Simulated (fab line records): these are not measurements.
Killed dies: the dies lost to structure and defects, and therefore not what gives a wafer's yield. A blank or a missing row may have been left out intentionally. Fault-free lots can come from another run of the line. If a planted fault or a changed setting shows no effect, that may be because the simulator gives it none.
fab line records / flow nand_harc
record: lots: 6 wafers: 18 last_day: 34
route steps=1302 shown A_ONON_D2@550 END@1302
lots that met no fault: from a run of the same line without faults
start_h: hours from the record's first day to the start of the lot's first wafer shown / wait_h: hours since the lot's step before / " unchanged from the row above / L1.1+2: a row that stands for several wafers / - no value present, or no start provided / * or withheld: withheld / < > ~ a bound
route shown NAME@n: a module of which the file shows steps, and the number in the route of the first / usual: mean and standard deviation over wafers with no fault / same: alike in all rows / chamber/n: place in a boat / sites: per-site readings / _std_site: standard deviation across them / _edge_site: mean of outer sites minus mean of inner sites / radius_mm: how far each site lies from the wafer's centre / mask NAME#n: copy n / behind: the last tool/chamber to shape the wafer / hold: why the lot went on hold/how many hours it stayed there/how the hold came to an end / device: whichever transistor did not switch (one of n, p or np) / end of line: tests of these same wafers at the route's end / where a step has no rows: the recipe by itself / killed: dies that structure and defects cost at the first sort, which is not the same as the wafer's yield / map: dies across one wafer; x = killed, . = not, _ = none there
set.NAME: the setting that was run; set.NAME@STEP: the one run at that earlier step / model.NAME: the simulator's own value behind a step, which no gauge read
lots seen at some steps along the route; tables by step, rows by wafer
services: from which hour (start_h, from the record's first day; less than 0 if before it) a tool's chamber was out of use, for how many hours, and why
== steps ==
step: NHARC_A_ONON_D2_THK_MEAS_08
recipe: thk_meas_gauge: ellipsometry
usual: thk_nm: 998/9.6
lot.wafer=L763.2 tool=film_metro-01 chamber=- start_h=295.36 wait_h=- thk_nm=1006
lot.wafer=L763.3 tool=film_metro-01 chamber=- start_h=295.36 wait_h=- thk_nm=1004
lot.wafer=L763.6 tool=film_metro-01 chamber=- start_h=295.36 wait_h=- thk_nm=1006
lot.wafer=L769.1 tool=film_metro-01 chamber=- start_h=360.34 wait_h=- thk_nm=995
lot.wafer=L769.3 tool=film_metro-01 chamber=- start_h=360.34 wait_h=- thk_nm=997
lot.wafer=L769.4 tool=film_metro-01 chamber=- start_h=360.34 wait_h=- thk_nm=994
lot.wafer=L770.2 tool=film_metro-02 chamber=- start_h=366.12 wait_h=- thk_nm=1002
lot.wafer=L770.4 tool=film_metro-02 chamber=- start_h=366.12 wait_h=- thk_nm=1001
lot.wafer=L770.6 tool=film_metro-02 chamber=- start_h=366.12 wait_h=- thk_nm=1001
lot.wafer=L774.2 tool=film_metro-01 chamber=- start_h=417.01 wait_h=- thk_nm=1013
lot.wafer=L774.4 tool=film_metro-01 chamber=- start_h=417.01 wait_h=- thk_nm=1014
lot.wafer=L774.5 tool=film_metro-01 chamber=- start_h=417.01 wait_h=- thk_nm=1015
lot.wafer=L773.2 tool=film_metro-02 chamber=- start_h=417.23 wait_h=- thk_nm=992
lot.wafer=L773.4 tool=film_metro-02 chamber=- start_h=417.23 wait_h=- thk_nm=991
lot.wafer=L773.6 tool=film_metro-02 chamber=- start_h=417.23 wait_h=- thk_nm=993
lot.wafer=L783.1 tool=film_metro-02 chamber=- start_h=511.42 wait_h=- thk_nm=997
lot.wafer=L783.3 tool=film_metro-02 chamber=- start_h=511.42 wait_h=- thk_nm=997
lot.wafer=L783.6 tool=film_metro-02 chamber=- start_h=511.42 wait_h=- thk_nm=996
step: NHARC_A_ONON_D2_DEP_09
recipe: target_thk_a: 10000 n2_flow_sccm: 2750 n2o_flow_sccm: 2000 nh3_flow_sccm: 500 sih4_flow_sccm: 210 temp_c: 400
step: NHARC_A_ONON_D2_THK_MEAS_11
recipe: thk_meas_gauge: ellipsometry
usual: thk_nm: 1002/8.8
lot.wafer=L763.2 tool=film_metro-02 chamber=- start_h=295.93 wait_h=- thk_nm=1009
lot.wafer=L763.3 tool=film_metro-02 chamber=- start_h=295.93 wait_h=- thk_nm=1010
lot.wafer=L763.6 tool=film_metro-02 chamber=- start_h=295.93 wait_h=- thk_nm=1009
lot.wafer=L769.1 tool=film_metro-02 chamber=- start_h=360.90 wait_h=- thk_nm=1012
lot.wafer=L769.3 tool=film_metro-02 chamber=- start_h=360.90 wait_h=- thk_nm=1011
lot.wafer=L769.4 tool=film_metro-02 chamber=- start_h=360.90 wait_h=- thk_nm=1011
lot.wafer=L770.2 tool=film_metro-01 chamber=- start_h=366.69 wait_h=- thk_nm=1001
lot.wafer=L770.4 tool=film_metro-01 chamber=- start_h=366.69 wait_h=- thk_nm=1001
lot.wafer=L770.6 tool=film_metro-01 chamber=- start_h=366.69 wait_h=- thk_nm=1001
lot.wafer=L774.2 tool=film_metro-02 chamber=- start_h=417.58 wait_h=- thk_nm=993
lot.wafer=L774.4 tool=film_metro-02 chamber=- start_h=417.58 wait_h=- thk_nm=992
lot.wafer=L774.5 tool=film_metro-02 chamber=- start_h=417.58 wait_h=- thk_nm=993
lot.wafer=L773.2 tool=film_metro-01 chamber=- start_h=417.80 wait_h=- thk_nm=1001
lot.wafer=L773.4 tool=film_metro-01 chamber=- start_h=417.80 wait_h=- thk_nm=1002
lot.wafer=L773.6 tool=film_metro-01 chamber=- start_h=417.80 wait_h=- thk_nm=1001
lot.wafer=L783.1 tool=film_metro-01 chamber=- start_h=511.99 wait_h=- thk_nm=1007
lot.wafer=L783.3 tool=film_metro-01 chamber=- start_h=511.99 wait_h=- thk_nm=1007
lot.wafer=L783.6 tool=film_metro-01 chamber=- start_h=511.99 wait_h=- thk_nm=1006
step: NHARC_A_ONON_D2_DEP_12
recipe: target_thk_a: 10000 n2_flow_sccm: 2750 n2o_flow_sccm: 2000 nh3_flow_sccm: 500 sih4_flow_sccm: 210 temp_c: 400
step: NHARC_A_ONON_D2_THK_MEAS_14
recipe: thk_meas_gauge: ellipsometry
usual: thk_nm: 997/9.3
lot.wafer=L763.2 tool=film_metro-01 chamber=- start_h=296.49 wait_h=- thk_nm=987
lot.wafer=L763.3 tool=film_metro-01 chamber=- start_h=296.49 wait_h=- thk_nm=986
lot.wafer=L763.6 tool=film_metro-01 chamber=- start_h=296.49 wait_h=- thk_nm=987
lot.wafer=L769.1 tool=film_metro-02 chamber=- start_h=361.49 wait_h=- thk_nm=1004
lot.wafer=L769.3 tool=film_metro-02 chamber=- start_h=361.49 wait_h=- thk_nm=1001
lot.wafer=L769.4 tool=film_metro-02 chamber=- start_h=361.49 wait_h=- thk_nm=1000
lot.wafer=L770.2 tool=film_metro-01 chamber=- start_h=367.25 wait_h=- thk_nm=1007
lot.wafer=L770.4 tool=film_metro-01 chamber=- start_h=367.25 wait_h=- thk_nm=1005
lot.wafer=L770.6 tool=film_metro-01 chamber=- start_h=367.25 wait_h=- thk_nm=1008
lot.wafer=L774.2 tool=film_metro-01 chamber=- start_h=418.15 wait_h=- thk_nm=1000
lot.wafer=L774.4 tool=film_metro-01 chamber=- start_h=418.15 wait_h=- thk_nm=1000
lot.wafer=L774.5 tool=film_metro-01 chamber=- start_h=418.15 wait_h=- thk_nm=1000
lot.wafer=L773.2 tool=film_metro-01 chamber=- start_h=418.37 wait_h=- thk_nm=1002
lot.wafer=L773.4 tool=film_metro-01 chamber=- start_h=418.37 wait_h=- thk_nm=1002
lot.wafer=L773.6 tool=film_metro-01 chamber=- start_h=418.37 wait_h=- thk_nm=1003
lot.wafer=L783.1 tool=film_metro-02 chamber=- start_h=512.56 wait_h=- thk_nm=999
lot.wafer=L783.3 tool=film_metro-02 chamber=- start_h=512.56 wait_h=- thk_nm=1001
lot.wafer=L783.6 tool=film_metro-02 chamber=- start_h=512.56 wait_h=- thk_nm=998
step: NHARC_A_ONON_D2_ANNEAL_15
recipe: temp_c: 750 time_s: 3600
step: NHARC_A_ONON_D2_DEP_16
recipe: target_thk_a: 10000 n2_flow_sccm: 2750 n2o_flow_sccm: 2000 nh3_flow_sccm: 500 sih4_flow_sccm: 210 temp_c: 400
step: NHARC_A_ONON_D2_THK_MEAS_18
recipe: thk_meas_gauge: ellipsometry
usual: thk_nm: 1002/11
lot.wafer=L763.2 tool=film_metro-01 chamber=- start_h=303.81 wait_h=- thk_nm=1009
lot.wafer=L763.3 tool=film_metro-01 chamber=- start_h=303.81 wait_h=- thk_nm=1009
lot.wafer=L763.6 tool=film_metro-01 chamber=- start_h=303.81 wait_h=- thk_nm=1009
lot.wafer=L769.1 tool=film_metro-02 chamber=- start_h=369.23 wait_h=- thk_nm=1002
lot.wafer=L769.3 tool=film_metro-02 chamber=- start_h=369.23 wait_h=- thk_nm=1003
lot.wafer=L769.4 tool=film_metro-02 chamber=- start_h=369.23 wait_h=- thk_nm=1002
lot.wafer=L770.2 tool=film_metro-01 chamber=- start_h=375.74 wait_h=- thk_nm=1005
lot.wafer=L770.4 tool=film_metro-01 chamber=- start_h=375.74 wait_h=- thk_nm=1007
lot.wafer=L770.6 tool=film_metro-01 chamber=- start_h=375.74 wait_h=- thk_nm=1004
lot.wafer=L773.2 tool=film_metro-01 chamber=- start_h=426.03 wait_h=- thk_nm=1004
lot.wafer=L773.4 tool=film_metro-01 chamber=- start_h=426.03 wait_h=- thk_nm=1005
lot.wafer=L773.6 tool=film_metro-01 chamber=- start_h=426.03 wait_h=- thk_nm=1008
lot.wafer=L774.2 tool=film_metro-02 chamber=- start_h=426.03 wait_h=- thk_nm=999
lot.wafer=L774.4 tool=film_metro-02 chamber=- start_h=426.03 wait_h=- thk_nm=1000
lot.wafer=L774.5 tool=film_metro-02 chamber=- start_h=426.03 wait_h=- thk_nm=1002
lot.wafer=L783.1 tool=film_metro-02 chamber=- start_h=519.90 wait_h=- thk_nm=1007
lot.wafer=L783.3 tool=film_metro-02 chamber=- start_h=519.90 wait_h=- thk_nm=1007
lot.wafer=L783.6 tool=film_metro-02 chamber=- start_h=519.90 wait_h=- thk_nm=1008
step: NHARC_A_ONON_D2_DEP_19
recipe: target_thk_a: 10000 n2_flow_sccm: 2750 n2o_flow_sccm: 2000 nh3_flow_sccm: 500 sih4_flow_sccm: 210 temp_c: 400
step: NHARC_A_ONON_D2_THK_MEAS_21
recipe: thk_meas_gauge: ellipsometry
usual: thk_nm: 1001/8.1
lot.wafer=L763.2 tool=film_metro-01 chamber=- start_h=304.38 wait_h=- thk_nm=992
lot.wafer=L763.3 tool=film_metro-01 chamber=- start_h=304.38 wait_h=- thk_nm=991
lot.wafer=L763.6 tool=film_metro-01 chamber=- start_h=304.38 wait_h=- thk_nm=994
lot.wafer=L769.1 tool=film_metro-02 chamber=- start_h=369.94 wait_h=- thk_nm=1005
lot.wafer=L769.3 tool=film_metro-02 chamber=- start_h=369.94 wait_h=- thk_nm=1005
lot.wafer=L769.4 tool=film_metro-02 chamber=- start_h=369.94 wait_h=- thk_nm=1008
lot.wafer=L770.2 tool=film_metro-01 chamber=- start_h=376.31 wait_h=- thk_nm=1008
lot.wafer=L770.4 tool=film_metro-01 chamber=- start_h=376.31 wait_h=- thk_nm=1010
lot.wafer=L770.6 tool=film_metro-01 chamber=- start_h=376.31 wait_h=- thk_nm=1011
lot.wafer=L773.2 tool=film_metro-02 chamber=- start_h=426.59 wait_h=- thk_nm=1001
lot.wafer=L773.4 tool=film_metro-02 chamber=- start_h=426.59 wait_h=- thk_nm=1002
lot.wafer=L773.6 tool=film_metro-02 chamber=- start_h=426.59 wait_h=- thk_nm=1002
lot.wafer=L774.2 tool=film_metro-02 chamber=- start_h=426.60 wait_h=- thk_nm=1012
lot.wafer=L774.4 tool=film_metro-02 chamber=- start_h=426.60 wait_h=- thk_nm=1014
lot.wafer=L774.5 tool=film_metro-02 chamber=- start_h=426.60 wait_h=- thk_nm=1012
lot.wafer=L783.1 tool=film_metro-02 chamber=- start_h=520.47 wait_h=- thk_nm=997
lot.wafer=L783.3 tool=film_metro-02 chamber=- start_h=520.47 wait_h=- thk_nm=997
lot.wafer=L783.6 tool=film_metro-02 chamber=- start_h=520.47 wait_h=- thk_nm=998
step: NHARC_A_ONON_D2_DEP_22
recipe: target_thk_a: 10000 n2_flow_sccm: 2750 n2o_flow_sccm: 2000 nh3_flow_sccm: 500 sih4_flow_sccm: 210 temp_c: 400
step: NHARC_A_ONON_D2_THK_MEAS_24
recipe: thk_meas_gauge: ellipsometry
usual: thk_nm: 998/6.7
lot.wafer=L763.2 tool=film_metro-01 chamber=- start_h=304.94 wait_h=- thk_nm=1003
lot.wafer=L763.3 tool=film_metro-01 chamber=- start_h=304.94 wait_h=- thk_nm=1002
lot.wafer=L763.6 tool=film_metro-01 chamber=- start_h=304.94 wait_h=- thk_nm=1004
lot.wafer=L769.1 tool=film_metro-02 chamber=- start_h=370.64 wait_h=- thk_nm=996
lot.wafer=L769.3 tool=film_metro-02 chamber=- start_h=370.64 wait_h=- thk_nm=997
lot.wafer=L769.4 tool=film_metro-02 chamber=- start_h=370.64 wait_h=- thk_nm=995
lot.wafer=L770.2 tool=film_metro-01 chamber=- start_h=376.87 wait_h=- thk_nm=1008
lot.wafer=L770.4 tool=film_metro-01 chamber=- start_h=376.87 wait_h=- thk_nm=1011
lot.wafer=L770.6 tool=film_metro-01 chamber=- start_h=376.87 wait_h=- thk_nm=1009
lot.wafer=L774.2 tool=film_metro-02 chamber=- start_h=427.16 wait_h=- thk_nm=998
lot.wafer=L774.4 tool=film_metro-02 chamber=- start_h=427.16 wait_h=- thk_nm=996
lot.wafer=L774.5 tool=film_metro-02 chamber=- start_h=427.16 wait_h=- thk_nm=996
lot.wafer=L773.2 tool=film_metro-01 chamber=- start_h=427.16 wait_h=- thk_nm=1013
lot.wafer=L773.4 tool=film_metro-01 chamber=- start_h=427.16 wait_h=- thk_nm=1012
lot.wafer=L773.6 tool=film_metro-01 chamber=- start_h=427.16 wait_h=- thk_nm=1012
lot.wafer=L783.1 tool=film_metro-02 chamber=- start_h=521.03 wait_h=- thk_nm=993
lot.wafer=L783.3 tool=film_metro-02 chamber=- start_h=521.03 wait_h=- thk_nm=990
lot.wafer=L783.6 tool=film_metro-02 chamber=- start_h=521.03 wait_h=- thk_nm=991
step: NHARC_A_ONON_D2_DEP_25
recipe: target_thk_a: 10000 n2_flow_sccm: 2750 n2o_flow_sccm: 2000 nh3_flow_sccm: 500 sih4_flow_sccm: 210 temp_c: 400
usual: n2o_flow_sccm: 1998/5.2
lot.wafer=L763.2 tool=pecvd_onon-02 chamber=0 start_h=305.05 wait_h=0.1 n2o_flow_sccm=1986
lot.wafer=L763.3 tool=pecvd_onon-02 chamber=0 start_h=305.05 wait_h=0.1 n2o_flow_sccm=1995
lot.wafer=L763.6 tool=pecvd_onon-02 chamber=0 start_h=305.05 wait_h=0.1 n2o_flow_sccm=1999
lot.wafer=L769.1 tool=pecvd_onon-03 chamber=0 start_h=370.76 wait_h=0.1 n2o_flow_sccm=2000
lot.wafer=L769.3 tool=pecvd_onon-03 chamber=0 start_h=370.76 wait_h=0.1 n2o_flow_sccm=2000
lot.wafer=L769.4 tool=pecvd_onon-03 chamber=0 start_h=370.76 wait_h=0.1 n2o_flow_sccm=2005
lot.wafer=L770.2 tool=pecvd_onon-03 chamber=0 start_h=376.99 wait_h=0.1 n2o_flow_sccm=2002
lot.wafer=L770.4 tool=pecvd_onon-03 chamber=0 start_h=376.99 wait_h=0.1 n2o_flow_sccm=2000
lot.wafer=L770.6 tool=pecvd_onon-03 chamber=0 start_h=376.99 wait_h=0.1 n2o_flow_sccm=1999
lot.wafer=L774.2 tool=pecvd_onon-01 chamber=0 start_h=427.27 wait_h=0.1 n2o_flow_sccm=2000
lot.wafer=L774.4 tool=pecvd_onon-01 chamber=0 start_h=427.27 wait_h=0.1 n2o_flow_sccm=1993
lot.wafer=L774.5 tool=pecvd_onon-01 chamber=0 start_h=427.27 wait_h=0.1 n2o_flow_sccm=1997
lot.wafer=L773.2 tool=pecvd_onon-02 chamber=0 start_h=427.28 wait_h=0.1 n2o_flow_sccm=2001
lot.wafer=L773.4 tool=pecvd_onon-02 chamber=0 start_h=427.28 wait_h=0.1 n2o_flow_sccm=2010
lot.wafer=L773.6 tool=pecvd_onon-02 chamber=0 start_h=427.28 wait_h=0.1 n2o_flow_sccm=2006
lot.wafer=L783.1 tool=pecvd_onon-03 chamber=0 start_h=521.09 wait_h=0.1 n2o_flow_sccm=1995
lot.wafer=L783.3 tool=pecvd_onon-03 chamber=0 start_h=521.09 wait_h=0.1 n2o_flow_sccm=1996
lot.wafer=L783.6 tool=pecvd_onon-03 chamber=0 start_h=521.09 wait_h=0.1 n2o_flow_sccm=1999
step: NHARC_A_ONON_D2_THK_MEAS_27
recipe: thk_meas_gauge: ellipsometry
usual: thk_nm: 1000/10
lot.wafer=L763.2 tool=film_metro-01 chamber=- start_h=305.51 wait_h=- thk_nm=1005
lot.wafer=L763.3 tool=film_metro-01 chamber=- start_h=305.51 wait_h=- thk_nm=1005
lot.wafer=L763.6 tool=film_metro-01 chamber=- start_h=305.51 wait_h=- thk_nm=1007
lot.wafer=L769.1 tool=film_metro-02 chamber=- start_h=371.27 wait_h=- thk_nm=448
lot.wafer=L769.3 tool=film_metro-02 chamber=- start_h=371.27 wait_h=- thk_nm=450
lot.wafer=L769.4 tool=film_metro-02 chamber=- start_h=371.27 wait_h=- thk_nm=450
lot.wafer=L770.2 tool=film_metro-01 chamber=- start_h=377.44 wait_h=- thk_nm=438
lot.wafer=L770.4 tool=film_metro-01 chamber=- start_h=377.44 wait_h=- thk_nm=439
lot.wafer=L770.6 tool=film_metro-01 chamber=- start_h=377.44 wait_h=- thk_nm=438
lot.wafer=L774.2 tool=film_metro-02 chamber=- start_h=427.73 wait_h=- thk_nm=1001
lot.wafer=L774.4 tool=film_metro-02 chamber=- start_h=427.73 wait_h=- thk_nm=1002
lot.wafer=L774.5 tool=film_metro-02 chamber=- start_h=427.73 wait_h=- thk_nm=1001
lot.wafer=L773.2 tool=film_metro-02 chamber=- start_h=427.76 wait_h=- thk_nm=1004
lot.wafer=L773.4 tool=film_metro-02 chamber=- start_h=427.76 wait_h=- thk_nm=1003
lot.wafer=L773.6 tool=film_metro-02 chamber=- start_h=427.76 wait_h=- thk_nm=1004
lot.wafer=L783.1 tool=film_metro-01 chamber=- start_h=521.60 wait_h=- thk_nm=1007
lot.wafer=L783.3 tool=film_metro-01 chamber=- start_h=521.60 wait_h=- thk_nm=1007
lot.wafer=L783.6 tool=film_metro-01 chamber=- start_h=521.60 wait_h=- thk_nm=1008
step: NHARC_A_ONON_D2_DEP_28
recipe: target_thk_a: 10000 n2_flow_sccm: 2750 n2o_flow_sccm: 2000 nh3_flow_sccm: 500 sih4_flow_sccm: 210 temp_c: 400
step: NHARC_END_SORT_01
recipe: temp_c: 25
usual: killed_at_array: 53/18 killed_at_other: 0.8/1.1 killed_at_periphery: 4.1/2.7 killed_dies: 58/18 killed_open: 3.1/1.7 killed_short: 2.7/1.7
same: gross_dies: 677
lot.wafer=L769.1 tool=prober-02 chamber=0 start_h=659.42 wait_h=2.5 killed_at_array=671 killed_at_other=0 killed_at_periphery=6 killed_dies=677 killed_open=5 killed_short=3
lot.wafer=L769.3 tool=prober-02 chamber=0 start_h=661.01 wait_h=3.1 killed_at_array=672 killed_at_other=0 killed_at_periphery=5 killed_dies=677 killed_open=2 killed_short=4
lot.wafer=L769.4 tool=prober-02 chamber=0 start_h=661.81 wait_h=3.4 killed_at_array=669 killed_at_other=0 killed_at_periphery=8 killed_dies=677 killed_open=2 killed_short=4
lot.wafer=L770.2 tool=prober-02 chamber=0 start_h=668.45 wait_h=2.8 killed_at_array=673 killed_at_other=1 killed_at_periphery=3 killed_dies=677 killed_open=4 killed_short=4
lot.wafer=L770.4 tool=prober-02 chamber=0 start_h=670.07 wait_h=3.4 killed_at_array=674 killed_at_other=2 killed_at_periphery=1 killed_dies=677 killed_open=5 killed_short=0
lot.wafer=L770.6 tool=prober-02 chamber=0 start_h=671.68 wait_h=4.0 killed_at_array=675 killed_at_other=1 killed_at_periphery=1 killed_dies=677 killed_open=2 killed_short=3
killed by level:class
L769.1 A_ONON_D2:area_dep=615 A_CHANNEL_HOLE_D1:chamber_film_flake=38 A_CHANNEL_HOLE_D2:chamber_film_flake=7 P_GATE:chamber_film_flake=6 A_CHANNEL_FILL_D2:geometric_particle:open=2 A_ONON_D1:geometric_particle:short=1 A_CHANNEL_FILL_D1:geometric_particle:open=1 A_DECK1_JOINT:geometric_particle:open=1
L769.3 A_ONON_D2:area_dep=615 A_CHANNEL_HOLE_D1:chamber_film_flake=34 A_CHANNEL_HOLE_D2:chamber_film_flake=11 P_GATE:chamber_film_flake=5 A_CONTACT:geometric_particle:open=2 A_WL_FILL:chamber_film_flake=2 A_CONTACT:chamber_film_flake=2 A_ONON_D1:geometric_particle:short=1
L769.4 A_ONON_D2:area_dep=623 A_CHANNEL_HOLE_D1:chamber_film_flake=18 A_CHANNEL_HOLE_D2:chamber_film_flake=13 P_ZERO_WELL:chamber_film_flake=4 P_GATE:chamber_film_flake=4 A_CHANNEL_FILL_D2:chamber_film_flake=3 A_ONON_D2:geometric_particle:open=2 A_M0:geometric_particle:short=2
L770.2 A_ONON_D2:area_dep=601 A_CHANNEL_HOLE_D1:chamber_film_flake=35 A_SLIT:chamber_film_flake=21 A_CHANNEL_HOLE_D2:unspecified=3 A_STAIRCASE:chamber_film_flake=3 P_CONTACT:geometric_particle:short=2 A_CHANNEL_FILL_D1:chamber_film_flake=2 A_WL_FILL:chamber_film_flake=2
L770.4 A_ONON_D2:area_dep=589 A_CHANNEL_HOLE_D1:chamber_film_flake=37 A_SLIT:chamber_film_flake=35 A_CONTACT:chamber_film_flake=3 A_STAIRCASE:chamber_film_flake=3 A_CHANNEL_FILL_D1:geometric_particle:open=2 A_CONTACT:geometric_particle:open=2 P_STI:chamber_film_flake=1
L770.6 A_ONON_D2:area_dep=619 A_SLIT:chamber_film_flake=28 A_CHANNEL_HOLE_D1:chamber_film_flake=12 A_CHANNEL_FILL_D1:chamber_film_flake=4 A_CHANNEL_HOLE_D2:unspecified=4 A_CHANNEL_HOLE_D2:chamber_film_flake=2 P_CONTACT:geometric_particle:short=1 A_CHANNEL_FILL_D1:geometric_particle:short=1
map L769.1 (x killed, . not)
____________x____________
_________xxxxxxx_________
_______xxxxxxxxxxx_______
______xxxxxxxxxxxxx______
_____xxxxxxxxxxxxxxx_____
____xxxxxxxxxxxxxxxxx____
____xxxxxxxxxxxxxxxxx____
___xxxxxxxxxxxxxxxxxxx___
___xxxxxxxxxxxxxxxxxxx___
__xxxxxxxxxxxxxxxxxxxxx__
__xxxxxxxxxxxxxxxxxxxxx__
_xxxxxxxxxxxxxxxxxxxxxxx_
_xxxxxxxxxxxxxxxxxxxxxxx_
_xxxxxxxxxxxxxxxxxxxxxxx_
_xxxxxxxxxxxxxxxxxxxxxxx_
_xxxxxxxxxxxxxxxxxxxxxxx_
xxxxxxxxxxxxxxxxxxxxxxxxx
xxxxxxxxxxxxxxxxxxxxxxxxx
xxxxxxxxxxxxxxxxxxxxxxxxx
xxxxxxxxxxxxxxxxxxxxxxxxx
xxxxxxxxxxxxxxxxxxxxxxxxx
_xxxxxxxxxxxxxxxxxxxxxxx_
_xxxxxxxxxxxxxxxxxxxxxxx_
_xxxxxxxxxxxxxxxxxxxxxxx_
_xxxxxxxxxxxxxxxxxxxxxxx_
_xxxxxxxxxxxxxxxxxxxxxxx_
__xxxxxxxxxxxxxxxxxxxxx__
__xxxxxxxxxxxxxxxxxxxxx__
___xxxxxxxxxxxxxxxxxxx___
___xxxxxxxxxxxxxxxxxxx___
____xxxxxxxxxxxxxxxxx____
____xxxxxxxxxxxxxxxxx____
_____xxxxxxxxxxxxxxx_____
______xxxxxxxxxxxxx______
_______xxxxxxxxxxx_______
_________xxxxxxx_________
____________x____________
map L770.2 (x killed, . not)
____________x____________
_________xxxxxxx_________
_______xxxxxxxxxxx_______
______xxxxxxxxxxxxx______
_____xxxxxxxxxxxxxxx_____
____xxxxxxxxxxxxxxxxx____
____xxxxxxxxxxxxxxxxx____
___xxxxxxxxxxxxxxxxxxx___
___xxxxxxxxxxxxxxxxxxx___
__xxxxxxxxxxxxxxxxxxxxx__
__xxxxxxxxxxxxxxxxxxxxx__
_xxxxxxxxxxxxxxxxxxxxxxx_
_xxxxxxxxxxxxxxxxxxxxxxx_
_xxxxxxxxxxxxxxxxxxxxxxx_
_xxxxxxxxxxxxxxxxxxxxxxx_
_xxxxxxxxxxxxxxxxxxxxxxx_
xxxxxxxxxxxxxxxxxxxxxxxxx
xxxxxxxxxxxxxxxxxxxxxxxxx
xxxxxxxxxxxxxxxxxxxxxxxxx
xxxxxxxxxxxxxxxxxxxxxxxxx
xxxxxxxxxxxxxxxxxxxxxxxxx
_xxxxxxxxxxxxxxxxxxxxxxx_
_xxxxxxxxxxxxxxxxxxxxxxx_
_xxxxxxxxxxxxxxxxxxxxxxx_
_xxxxxxxxxxxxxxxxxxxxxxx_
_xxxxxxxxxxxxxxxxxxxxxxx_
__xxxxxxxxxxxxxxxxxxxxx__
__xxxxxxxxxxxxxxxxxxxxx__
___xxxxxxxxxxxxxxxxxxx___
___xxxxxxxxxxxxxxxxxxx___
____xxxxxxxxxxxxxxxxx____
____xxxxxxxxxxxxxxxxx____
_____xxxxxxxxxxxxxxx_____
______xxxxxxxxxxxxx______
_______xxxxxxxxxxx_______
_________xxxxxxx_________
____________x____________
== services ==
tool=pecvd_onon-02 chamber=- start_h=366.33 hours=13.0 kind=pm
tool=pecvd_onon-03 chamber=- start_h=408.00 hours=13.0 kind=pm
tool=pecvd_onon-01 chamber=- start_h=450.00 hours=13.0 kind=pm
== key ==
first_sign: step: NHARC_A_ONON_D2_THK_MEAS_27 reading: thk_nm direction: down sigmas: 55 usual: 1000 struck: 444
effect: step: NHARC_END_SORT_01 reading: killed_dies direction: up sigmas: 34 usual: 58 struck: 677
more_kills_born_at: NHARC_A_ONON_D2_DEP_25@pecvd_onon-03: 3662
met_at NHARC_A_ONON_D2_DEP_25
struck_wafers L769.1,L769.3,L769.4,L770.2,L770.4,L770.6
later_rows_left_out L769.1,L769.3,L769.4,L770.2,L770.4,L770.6
tester_left_out L769,L770
fault: kind: process_parameter_drift tool: pecvd_onon-03 chamber: 0 onset_h: 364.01 steps: NHARC_A_ONON_D2_DEP_25 channel: target_thk_a offset: * shape: step end_h: 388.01 acts_in: * stated: *
tester_left_out: of these lots the tester's yield and bins aren't shown, on N5 and GAA mostly nor the transistor test; their killed dies are dies lost to structure and defects alone, not to doping, threshold or leakage, so they don't give the yield
later_rows_left_out: the simulator's readings of these wafers behind a module that went badly wrong aren't trusted and aren't shown, but for the sort
